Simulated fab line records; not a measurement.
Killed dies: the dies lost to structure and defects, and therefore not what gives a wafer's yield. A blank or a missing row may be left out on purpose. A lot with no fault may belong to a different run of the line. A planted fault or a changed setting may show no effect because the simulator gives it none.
Split-lot experiment + flow n5 finfet + 21 wafers read from 7 lots, route of 1938 steps

== THE SPLIT ==
At N5_BEOL_M9_ILD_DEP_00 (deposits SiCOH lowk from DEMS/porogen, target thk 308.51 nm, time 58 s), the setting time s was moved away from the recipe's 58 s on 9 of the 21 wafers read, by -12.2% to +14.5%. All remaining wafers had this setting at the recipe value.

== SPLIT TO READING: what lies between them in the file, 1 step ==
- N5_BEOL_M9_CURE_71: cures SiCOH lowk, time 240 s

== THE READING ==
M9_ILD_THK at N5_BEOL_M9_THK_MEAS_01, in nm. Fault-free wafers of this fab line usually give 271 nm, standard deviation 4.1 nm.

| wafer  | tool, chamber at the split | time s as run, s | against the recipe | M9_ILD_THK, nm | against lot-mates on the recipe |
|--------|----------------------------|------------------|--------------------|----------------|---------------------------------|
| L075.2 | pecvd-01, 2                | 66.18            | +14.1%             | 307            | +40                             |
| L075.3 | pecvd-01, 1                | 58               | recipe             | 267            | -                               |
| L075.6 | pecvd-01, 0                | 66.18            | +14.1%             | 313            | +46                             |
| L079.1 | pecvd-01, 1                | 58               | recipe             | 266            | -                               |
| L079.2 | pecvd-01, 2                | 58               | recipe             | 274            | -                               |
| L079.5 | pecvd-01, 1                | 58               | recipe             | 270            | -                               |
| L085.1 | pecvd-02, 0                | 58               | recipe             | 275            | -                               |
| L085.4 | pecvd-02, 2                | 66.32            | +14.3%             | 308            | +33                             |
| L085.5 | pecvd-02, 1                | 66.32            | +14.3%             | 315            | +40                             |
| L088.2 | pecvd-01, 2                | 58               | recipe             | 265            | -                               |
| L088.4 | pecvd-01, 1                | 66.43            | +14.5%             | 307            | +42                             |
| L088.5 | pecvd-01, 0                | 66.43            | +14.5%             | 307            | +42                             |
| L087.2 | pecvd-03, 2                | 58               | recipe             | 264            | -                               |
| L087.5 | pecvd-03, 1                | 58               | recipe             | 265            | -                               |
| L087.6 | pecvd-03, 2                | 58               | recipe             | 265            | -                               |
| L092.1 | pecvd-01, 2                | 50.9             | -12.2%             | 234            | -38                             |
| L092.2 | pecvd-01, 1                | 58               | recipe             | 272            | -                               |
| L092.5 | pecvd-01, 0                | 58               | recipe             | 271            | -                               |
| L097.2 | pecvd-01, 2                | 58               | recipe             | 268            | -                               |
| L097.3 | pecvd-01, 0                | 62.22            | +7.3%              | 284            | +16                             |
| L097.4 | pecvd-01, 1                | 62.22            | +7.3%              | 293            | +25                             |

THE FIT
A straight line over all 21 wafers: M9_ILD_THK changes by +2.85 nm for each +1% of time s; r = +0.99; the points scatter about the line by 3.8 nm.
The same after taking each lot's own level away (the mean of its wafers on the recipe; 21 wafers): +2.87 nm for each +1%; r = +0.99; scatter 3 nm.
The reading moves by 42 nm for the largest change in time s, on that fit.
The lots' own levels span 264.7 to 275.0 nm, that is 2.5 times the standard deviation above.
The two slopes agree, so the slope changes little with the lot-to-lot level.
Check: with one of the wafers moved furthest among these (+14.5%) left out of the fit, the line predicts +41.3 nm for it against its lot-mates. It came out at +42 nm against them.

== OTHER SPLITS ON THESE WAFERS ==
These wafers also went through other splits before the reading. Each is held against what the fit with the lots' levels taken away leaves over:
| other split on the same wafers | wafers away from the commonest value | r with M9_ILD_THK (lot level and that fit taken away) |
|--------------------------------|--------------------------------------|-------------------------------------------------------|
| N5_BEOL_M7_EXPOSE_08 dose mj   | 5                                    | +0.28                                                 |
| N5_BEOL_M7_ETCH_41 source w    | 4                                    | +0.08                                                 |

== THE WHOLE CHAIN: every reading that the file lists as answering this split, in the file's order ==
| step                   | what it does                                                           | reading                                                                                  | change (the file's fit)              | r (the file's) |
|------------------------|------------------------------------------------------------------------|------------------------------------------------------------------------------------------|--------------------------------------|----------------|
| N5_BEOL_M9_ILD_DEP_00  | deposits SiCOH lowk from DEMS/porogen, target thk 308.51 nm, time 58 s | SiCOH_lowk_of_BEOL_M9_ILD_DEP_00.thk nm (the simulator's own value, which no gauge read) | +3.21 nm for each +1% of the setting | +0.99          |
| N5_BEOL_M9_CURE_71     | cures SiCOH lowk, time 240 s                                           | SiCOH_lowk_of_BEOL_M9_ILD_DEP_00.thk nm (the simulator's own value, which no gauge read) | +2.85 nm for each +1% of the setting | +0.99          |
| N5_BEOL_M9_THK_MEAS_01 |                                                                        | M9_ILD_THK                                                                               | +2.84 for each +1% of the setting    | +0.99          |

== THE FILE'S OWN FIT ==
M9_ILD_THK changes by +2.84 nm for each +1% of time s, r = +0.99.
